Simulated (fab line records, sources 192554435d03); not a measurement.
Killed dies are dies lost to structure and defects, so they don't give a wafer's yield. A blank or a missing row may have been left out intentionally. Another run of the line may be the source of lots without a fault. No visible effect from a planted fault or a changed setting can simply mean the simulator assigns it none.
Matching of chambers + flow n5-finfet + N5_BEOL_M10_DEP_56 on pecvd-01 has 3 sister chambers
The step deposits SiCN from 3MS/NH3, target thk 15 nm, time 26.5 s. 3 wafers are shown with their chamber, then 9 later ones without.

WAFERS WITH THEIR CHAMBER
| wafer  | chamber | showerhead-vpp-V (V) |
|--------|---------|----------------------|
| L091.2 | 2       | 850                  |
| L091.5 | 0       | 783                  |
| L091.6 | 1       | 873                  |

WAFERS MISSING THEIR CHAMBER
| wafer  | showerhead-vpp-V (V) |
|--------|----------------------|
| L093.2 | 829                  |
| L093.3 | 798                  |
| L093.6 | 809                  |
| L095.2 | 802                  |
| L095.4 | 845                  |
| L095.5 | 785                  |
| L096.1 | 859                  |
| L096.4 | 844                  |
| L096.6 | 874                  |

THE CHAMBER EACH PASSED THROUGH
| wafer  | from the rows above          | in truth |
|--------|------------------------------|----------|
| L093.2 | can't be placed: 2 or 1 or 0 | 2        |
| L093.3 | 0                            | 0        |
| L093.6 | can't be placed: 0 or 2      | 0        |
| L095.2 | 0                            | 0        |
| L095.4 | can't be placed: 2 or 1      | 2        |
| L095.5 | 0                            | 0        |
| L096.1 | can't be placed: 2 or 1      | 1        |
| L096.4 | can't be placed: 2 or 1      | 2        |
| L096.6 | can't be placed: 1 or 2      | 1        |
3 of 9 placed correctly. From these rows, 6 cannot be placed; in 6 the true chamber is one of the candidates. 0 placed wrongly.
How it was worked out, from the rows above alone: a wafer's distance from a chamber is the root of the sum, over the readings, of the square of ((its reading less the chamber's mean) divided by the reading's scatter). The wafer belongs to the nearest chamber; if the next one is less than 2 further off, it can't be placed. Each chamber's mean is taken over the wafers shown for it. The scatter: with one shown wafer a chamber, the root of the mean of the squares of how far each hidden wafer lies from its nearest shown one.
